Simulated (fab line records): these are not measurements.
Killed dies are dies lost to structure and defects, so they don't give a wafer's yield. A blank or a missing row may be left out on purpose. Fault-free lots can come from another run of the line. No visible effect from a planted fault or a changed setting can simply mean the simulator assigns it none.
Chamber matching	flow n5Finfet	3 sister chambers for N5_BEOL_M5_DEP_56 on pecvd-02
The step deposits SiCN from 3MS/NH3, target thk 8 nm, time 14 s. 27 wafers are shown with their chamber, then 12 later ones without.

WAFERS, EACH WITH ITS CHAMBER
wafer	chamber	throttleValvePct (%)	showerheadPlenumPTorr (Torr)
L076.1	1	10.3	3.688
L076.2	0	8.3	3.673
L076.3	2	8.4	3.646
L076.4	1	10.2	3.693
L076.5	0	8.4	3.672
L076.6	2	8.4	3.655
L078.1	1	10.4	3.689
L078.5	2	8.7	3.655
L078.6	0	8.4	3.667
L079.1	1	10.1	3.693
L079.4	2	8.7	3.646
L079.5	0	8.6	3.661
L080.1	1	10.2	3.695
L080.2	2	8.7	3.654
L080.3	0	8.5	3.665
L080.4	0	8.5	3.666
L080.5	1	10.2	3.693
L080.6	2	8.5	3.650
L085.1	1	10.2	3.692
L085.4	2	8.3	3.645
L085.5	1	10.6	3.698
L084.2	2	8.7	3.656
L084.3	0	8.2	3.672
L084.5	2	8.5	3.655
L087.1	0	8.8	3.679
L087.5	0	8.8	3.654
L087.6	1	10.0	3.688

SIGNATURES, as means of the wafers listed above
reading	chamber 0	chamber 1	chamber 2	scatter within a chamber
throttleValvePct	8.500	10.244	8.544	0.181
showerheadPlenumPTorr	3.66767	3.69211	3.65133	0.00537
Rule: a wafer's distance from a chamber is the root of the sum, over the readings, of the square of ((its reading less the chamber's mean) divided by the reading's scatter). If the next closest chamber is less than 2 further off than the closest, the wafer can't be placed; otherwise it belongs to the closest. The scatter is the square root of a quotient: the sum, over the shown wafers, of each reading's squared deviation from its chamber's mean, divided by wafers minus chambers.

WAFERS WITH NO CHAMBER GIVEN
wafer	throttleValvePct (%)	showerheadPlenumPTorr (Torr)
L089.1	10.2	3.693
L089.3	8.7	3.656
L089.5	10.1	3.689
L090.4	8.2	3.651
L090.5	8.4	3.672
L090.6	10.3	3.688
L097.1	8.6	3.666
L097.2	8.7	3.647
L097.3	10.3	3.698
L097.4	8.6	3.673
L097.5	10.4	3.693
L097.6	8.6	3.652

WHICH CHAMBER EACH WENT THROUGH
wafer	from the rows above	in truth
L089.1	1	1
L089.3	can't be placed: 2 or 0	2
L089.5	1	1
L090.4	can't be placed: 2 or 0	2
L090.5	0	0
L090.6	1	1
L097.1	0	0
L097.2	2	2
L097.3	1	1
L097.4	0	0
L097.5	1	1
L097.6	2	2
Correct placement for 10 of the 12. Unplaceable from these rows: 2, with the true chamber sitting among the candidates in 2. Wrongly placed: 0.
